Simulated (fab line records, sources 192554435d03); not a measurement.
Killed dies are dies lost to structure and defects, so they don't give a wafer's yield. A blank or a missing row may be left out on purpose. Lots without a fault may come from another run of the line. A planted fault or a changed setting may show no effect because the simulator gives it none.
fab line records | flow n5_finfet
record lots=11 wafers=31 last_day=18
route steps=1938 shown BEOL_M8@1395 BEOL_M9@1411 PASSIVATION@1936
lots that met no fault: from a run of the same line without faults
start_h: hours from the record's first day to the start of the lot's first wafer shown | wait_h: hours since the lot's step before | " the same as in the row above | L1.1+2: a row that stands for several wafers | - no value, or no start given | * or withheld: withheld | < > ~ a bound
route shown NAME@n: a module of which the file shows steps, and the number in the route of the first | usual: mean/standard deviation of fault-free wafers | same: alike in all rows | chamber/n: place in a boat | sites: the reading at each site | _std_site: their standard deviation | _edge_site: outer sites' mean less inner sites' | radius_mm: how far each site lies from the wafer's centre | mask NAME#n: copy n | behind: the tool/chamber that last shaped the wafer | hold: why the lot was held/for how many hours/how that ended | device: the transistor (n, p or np) that didn't switch | end of line: the same wafers' tests at the end of the route | a step without rows: its recipe alone | killed: dies lost to structure and defects at the first sort, not the wafer's yield | map: a wafer's dies, x killed, . not, _ none there
set.NAME: the setting as run; set.NAME@STEP: as run at that earlier step | model.NAME: the simulator's own value behind a step, which no gauge read
steps of the route over a sample of lots; a table a step, a row a wafer
services: from which hour (start_h, from the record's first day; less than 0 if before it) a tool's chamber was out of use, for how many hours, and why
## steps
# step N5_BEOL_M8_CMP_52
# recipe stop_on=SiCOH_lowk t_overpolish_s=6.9 down_force_psi=1 platen_rpm=50 clearing_platen_down_force_psi=1.5 clearing_platen_rpm=50 post_cmp_clean=cu_alkaline target_thk_nm=80 clearing_platen_pad_velocity_m_s=0.99484 pad_velocity_m_s=0.99484
# usual barrier_field_endpoint_s=28.9/0.66 edge_zone_pressure_frac=1.000/0.0051 motor_current_A=6.1/0.62 overpolish_run_s=6.900/0.0088 slurry_filter_dp_kPa=13.51/0.14 time_to_endpoint_s=62.3/2.7
# same t_overpolish_s=6.9
# columns lot.wafer tool chamber start_h wait_h barrier_field_endpoint_s edge_zone_pressure_frac motor_current_A overpolish_run_s slurry_filter_dp_kPa time_to_endpoint_s
L646.3 cmp-01 1 241.08 0.2 28.6 1.000 6.5 6.903 13.43 60.6
L646.5 " 1 " " 28.9 1.002 6.3 6.894 13.53 58.6
L646.6 " 2 " " 29.7 1.001 5.6 6.889 13.50 61.4
L648.1 cmp-03 0 245.21 0.3 28.5 1.002 7.4 6.910 13.45 59.2
L648.2 " 1 " " 28.0 1.002 5.1 6.895 13.44 62.1
L648.6 " 1 " " 29.5 0.997 5.0 6.903 13.52 61.4
L650.1 cmp-04 2 261.15 0.3 28.1 0.999 6.2 6.880 13.72 61.8
L650.3 " 3 " " 28.3 1.001 6.4 6.919 13.40 60.9
L650.4 " 0 " " 28.7 0.997 6.0 6.895 13.54 64.0
L652.5 cmp-01 0 274.96 0.2 30.1 1.000 7.1 6.892 13.43 63.3
L652.6 " 1 " " 29.3 1.008 6.6 6.903 13.75 60.2
L651.1 cmp-01 2 278.27 0.3 28.5 1.002 5.6 6.905 13.52 61.2
L651.3 " 1 " " 27.6 1.005 6.4 6.909 13.48 60.4
L651.6 " 2 " " 29.5 0.998 5.5 6.904 13.43 62.9
L653.1 cmp-03 0 280.08 0.3 28.3 1.002 7.3 6.903 13.45 63.1
L653.2 " 2 " " 29.1 0.989 5.6 6.897 13.35 63.8
L653.5 " 0 " " 28.8 0.999 7.2 6.905 13.69 62.3
L655.2 cmp-04 3 289.11 0.2 28.9 1.003 6.2 6.896 13.65 65.4
L655.3 " 0 " " 30.4 0.995 6.1 6.897 13.54 64.8
L655.1 " 1 " " 29.1 1.010 5.9 6.908 13.46 63.9
L657.1 cmp-01 0 313.49 0.4 28.7 0.999 7.3 6.884 13.60 60.3
L657.6 " 2 " " 28.2 1.003 5.4 6.918 13.72 60.9
L660.3 cmp-01 1 329.41 0.2 28.6 1.003 5.8 6.901 13.58 60.7
L660.5 " 0 " " 28.7 0.990 7.3 6.909 13.56 62.1
L660.6 " 1 " " 28.6 1.001 6.2 6.900 13.35 61.8
L664.2 cmp-01 3 331.33 0.2 28.6 1.000 5.7 6.904 13.27 63.8
L664.3 " 0 " " 27.8 0.994 7.2 6.897 13.27 59.7
L664.6 " 0 " " 28.8 1.006 7.2 6.908 13.53 62.0
L665.1 cmp-04 1 357.17 0.3 28.3 1.001 5.8 6.892 13.47 60.3
L665.3 " 2 " " 28.6 0.993 6.1 6.890 13.34 58.5
L665.5 " 1 " " 29.5 0.995 5.8 6.915 13.49 62.3
# step N5_BEOL_M9_EXPOSE_08
# recipe mask_id=M9 na=1.35 source_shape=dipole sigma_inner=0.411 sigma_outer=0.611 polarization=te dose_mj=53.75
# usual exposure_dose_mJ_cm2=53.71/0.054 stage_vel_mm_s=500.09/0.27
# columns lot.wafer tool chamber start_h wait_h mask exposure_dose_mJ_cm2 stage_vel_mm_s
L646.3 arfi_scanner-03 0 244.65 - M9#0 53.73 499.87
L646.5 " 0 " " M9#0 53.65 500.35
L646.6 " 0 " " M9#0 53.72 500.25
L648.1 arfi_scanner-03 0 247.92 - M9#0 53.63 499.66
L648.2 " 0 " " M9#0 53.70 499.89
L648.6 " 0 " " M9#0 53.70 499.57
L650.1 arfi_scanner-02 0 264.48 - M9#0 53.82 500.22
L650.3 " 0 " " M9#0 53.81 499.75
L650.4 " 0 " " M9#0 53.83 499.63
L652.5 arfi_scanner-02 0 277.17 - M9#0 53.71 500.30
L652.6 " 0 " " M9#0 53.68 500.21
L651.1 arfi_scanner-01 0 281.26 - M9#0 53.70 500.28
L651.3 " 0 " " M9#0 53.64 499.79
L651.6 " 0 " " M9#0 53.73 500.00
L653.1 arfi_scanner-02 0 283.71 - M9#0 53.72 500.10
L653.2 " 0 " " M9#0 53.61 500.06
L653.5 " 0 " " M9#0 53.77 500.63
L655.1 arfi_scanner-02 0 291.31 - M9#0 52.26 500.29
L655.2 " 0 " " M9#0 52.29 500.14
L655.3 " 0 " " M9#0 52.29 500.36
L657.1 arfi_scanner-01 0 315.73 - M9#0 53.67 499.82
L657.6 " 0 " " M9#0 53.74 499.91
L660.3 arfi_scanner-02 0 331.53 - M9#0 52.53 500.09
L660.5 " 0 " " M9#0 52.53 500.16
L660.6 " 0 " " M9#0 52.45 499.91
L664.2 arfi_scanner-01 0 334.10 - M9#0 53.62 499.64
L664.3 " 0 " " M9#0 53.68 499.67
L664.6 " 0 " " M9#0 53.64 500.01
L665.1 arfi_scanner-01 0 360.40 - M9#0 53.65 499.82
L665.3 " 0 " " M9#0 53.69 499.75
L665.5 " 0 " " M9#0 53.73 499.91
# step N5_BEOL_M9_INSPECT_13
# recipe mode=adi inspect_instrument=brightfield
# usual raw_defect_count=419/83
# columns lot.wafer tool chamber start_h wait_h raw_defect_count
L646.3 defect_inspect-01 - 244.82 0.0 445
L646.5 " - " " 352
L646.6 " - " " 405
L648.1 defect_inspect-01 - 248.10 0.0 435
L648.2 " - " " 360
L648.6 " - " " 502
L650.1 defect_inspect-02 - 264.66 0.0 430
L650.3 " - " " 311
L650.4 " - " " 410
L652.5 defect_inspect-02 - 277.34 0.0 277
L652.6 " - " " 478
L651.1 defect_inspect-02 - 281.44 0.0 446
L651.3 " - " " 389
L651.6 " - " " 437
L653.1 defect_inspect-02 - 283.89 0.0 517
L653.2 " - " " 374
L653.5 " - " " 511
L655.1 defect_inspect-02 - 291.50 0.0 483
L655.2 " - " " 438
L655.3 " - " " 381
L657.1 defect_inspect-02 - 315.91 0.0 518
L657.6 " - " " 371
L660.3 defect_inspect-01 - 331.70 0.0 267
L660.5 " - " " 344
L660.6 " - " " 337
L664.2 defect_inspect-01 - 334.27 0.0 304
L664.3 " - " " 363
L664.6 " - " " 380
L665.1 defect_inspect-02 - 360.58 0.0 390
L665.3 " - " " 542
L665.5 " - " " 483
# step N5_BEOL_M9_DESCUM_16
# recipe chemistry=O2 time_s=7.9 source_power_w=50 bias_power_w=20 pressure_mtorr=20 rf_frequency_hz=2.712e+07 temp_c=40 resist=CAR-ArF o2_flow_sccm=225
# usual drypump_motor_current_A=5.8/0.5 oes_product_au=0.76/0.073 rf_vpp_V=242.9/1.4 showerhead_plenum_p_Torr=2.08/0.067 temp_c=40.00/0.11 throttle_valve_pct=20.51/0.29
# columns lot.wafer tool chamber start_h wait_h drypump_motor_current_A oes_product_au rf_hours_counter_h rf_vpp_V showerhead_plenum_p_Torr temp_c throttle_valve_pct
L646.3 rie_diel-01 3 245.28 0.5 6.2 0.73 188 244.4 2.18 40.17 20.29
L646.5 " 2 " " 5.7 0.74 - 243.8 2.15 40.16 20.52
L646.6 " 3 " " 6.2 0.73 - 245.9 2.18 39.95 20.28
L648.1 rie_diel-04 2 248.13 0.0 5.3 0.91 16 241.4 2.05 39.98 20.23
L648.2 " 1 " " 6.1 0.76 140 241.8 2.00 39.85 20.75
L648.6 " 2 " " 5.2 0.91 - 243.1 2.05 39.92 20.23
L650.1 rie_diel-04 3 264.69 0.0 6.0 0.73 194 242.3 2.06 39.96 20.52
L650.3 " 1 " " 6.1 0.77 145 242.8 2.00 39.95 20.76
L650.4 " 2 " " 5.2 0.91 20 241.7 2.05 40.03 20.21
L652.5 rie_diel-03 0 277.39 0.0 5.0 0.71 - 242.5 2.09 40.12 20.87
L652.6 " 3 " " 6.4 0.80 - 242.0 2.04 39.98 20.45
L651.1 rie_diel-03 0 281.52 0.1 5.0 0.71 186 243.2 2.09 40.28 20.89
L651.3 " 2 " " 4.7 0.74 177 245.3 2.18 40.00 20.91
L651.6 " 1 " " 6.1 0.71 - 243.1 2.17 40.12 20.74
L653.1 rie_diel-03 2 284.01 0.1 4.7 0.75 178 245.2 2.18 40.02 20.92
L653.2 " 1 " " 6.1 0.71 225 244.4 2.17 40.04 20.76
L653.5 " 3 " " 6.4 0.81 - 241.9 2.03 39.91 20.45
L655.1 rie_diel-01 0 291.53 0.0 6.1 0.87 32 241.9 2.05 40.07 19.99
L655.2 " 1 " " 6.3 0.69 223 240.6 1.97 39.72 20.59
L655.3 " 2 " " 5.7 0.73 199 243.9 2.14 40.06 20.55
L657.1 rie_diel-04 2 316.09 0.2 5.2 0.88 37 242.9 2.04 40.02 20.26
L657.6 " 1 " " 6.1 0.74 - 240.9 1.99 40.00 20.79
L660.3 rie_diel-01 3 331.84 0.1 6.2 0.71 214 244.0 2.17 39.88 20.33
L660.5 " 1 " " 6.3 0.68 - 239.9 1.97 39.96 20.62
L660.6 " 0 " " 6.1 0.86 - 241.2 2.04 40.07 20.01
L664.2 rie_diel-03 2 334.31 0.0 4.7 0.73 195 244.2 2.17 39.99 20.97
L664.3 " 3 " " 6.4 0.80 112 242.7 2.03 39.92 20.49
L664.6 " 0 " " 5.0 0.69 - 241.5 2.08 39.95 20.92
L665.1 rie_diel-04 2 360.62 0.0 5.2 0.84 53 243.5 2.04 39.95 20.30
L665.3 " 0 " " 5.9 0.98 6 243.7 2.14 40.03 19.80
L665.5 " 2 " " 5.2 0.84 - 241.9 2.04 39.95 20.29
# step N5_PASSIVATION_PROBE_49
# usual defect_limited_yield=91.6/1.4 killed_at_M0_to_M3=33/10 killed_at_M4_up=13/5.3 killed_at_contacts=13/5.9 killed_at_front_end=36/12 killed_at_other=4/3.1 killed_dies=99/16 killed_open=65/13 killed_short=32/7.3 sort_bin_5_function=4.9/0.9 sort_bin_6_memory=3.1/0.66 sort_bin_8_speed=0.0/0.42 sort_n_pass=1081/17 sort_yield_pct=91.6/1.4
# same gross_dies=1180 killed_at_back_side=0 sort_bin_4_leakage[%]=0
# columns lot.wafer tool chamber start_h wait_h defect_limited_yield[%] killed_at_M0_to_M3 killed_at_M4_up killed_at_contacts killed_at_front_end killed_at_other killed_dies killed_open killed_short sort_bin_5_function[%] sort_bin_6_memory[%] sort_bin_8_speed[%] sort_n_pass sort_yield_pct[%]
L655.1 prober-01 - 350.02 0.0 92.7 23 13 11 38 1 86 49 32 4.2 2.8 0 1094 92.7
L655.2 prober-01 - 350.07 0.1 93.4 17 14 9 36 2 78 49 27 4.4 2.0 0 1102 93.4
L655.3 prober-01 - 350.12 0.1 92.9 25 6 11 41 1 84 49 34 4.8 2.1 0 1096 92.9
# killed by level:class
L655.1 FIN_SAQP:geometric_particle:short=11 MOL_CONTACT_COAG:geometric_particle:open=8 STI_FIN_REVEAL:geometric_particle:open=7 BEOL_M0_SAQP:geometric_particle:open=7 BEOL_M0_SAQP:geometric_particle:short=7 BEOL_M2:geometric_particle:open=4 BEOL_M4:geometric_particle:open=4 FIN_SAQP:geometric_particle:open=3
L655.2 FIN_SAQP:geometric_particle:short=10 MOL_CONTACT_COAG:geometric_particle:open=9 FIN_SAQP:geometric_particle:open=6 GATE_CUT:geometric_particle:short=5 BEOL_M0_SAQP:geometric_particle:open=5 BEOL_M2:geometric_particle:open=5 BEOL_M4:geometric_particle:open=5 STI_FIN_REVEAL:geometric_particle:open=4
L655.3 FIN_SAQP:geometric_particle:short=13 MOL_CONTACT_COAG:geometric_particle:open=10 FIN_SAQP:geometric_particle:open=6 DUMMY_GATE:geometric_particle:open=6 BEOL_M0_SAQP:geometric_particle:open=4 BEOL_M1:geometric_particle:open=4 BEOL_M2:geometric_particle:open=4 DUMMY_GATE:geometric_particle:short=3
## services
# columns tool chamber start_h hours kind
arfi_scanner-02 - 224.91 1.0 pm
arfi_scanner-01 - 226.22 1.0 pm
cmp-03 - 230.18 2.7 repair
cmp-01 - 232.11 4.0 pm
arfi_scanner-02 - 234.59 0.7 repair
cmp-03 - 240.72 4.0 pm
arfi_scanner-02 - 242.76 3.1 pm
arfi_scanner-02 - 245.88 1.3 pm
arfi_scanner-03 - 255.51 1.0 pm
cmp-03 - 257.37 10.0 repair
arfi_scanner-01 - 261.73 1.3 pm
arfi_scanner-02 - 265.26 0.4 repair
cmp-01 - 275.76 1.8 repair
arfi_scanner-03 - 280.58 0.8 pm
arfi_scanner-01 - 282.22 3.9 pm
arfi_scanner-02 - 282.30 0.8 pm
rie_diel-01 3 288.09 4.2 repair
arfi_scanner-01 - 312.18 3.1 pm
arfi_scanner-03 - 314.04 1.0 pm
cmp-04 - 314.51 2.5 repair
arfi_scanner-03 - 318.75 0.7 repair
cmp-01 - 331.94 3.6 pm
arfi_scanner-01 - 348.25 1.0 pm
rie_diel-04 1 360.52 12.7 repair
## key
first_sign step=N5_BEOL_M9_EXPOSE_08 reading=exposure_dose_mJ_cm2 direction=down sigmas=24 usual=53.71 struck=52.39
effect none on later readings
met_at N5_BEOL_M9_EXPOSE_08
struck_lots L655,L660
loop_trim step=N5_BEOL_M9_EXPOSE_08 setting=dose lots=L660
not_acting_at N5_BEOL_M8_CMP_52,N5_BEOL_M9_INSPECT_13,N5_BEOL_M9_DESCUM_16
onset_between 283.71 291.31
fault kind=process_parameter_drift tool=arfi_scanner-02 chamber=- onset_h=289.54 steps=N5_BEOL_M9_EXPOSE_08 channel=dose_mj offset=-1.4645 shape=step acts_in=these_recipes_only stated=53.75
# loop_trim: a control loop set the setting to another value than it would have without faults
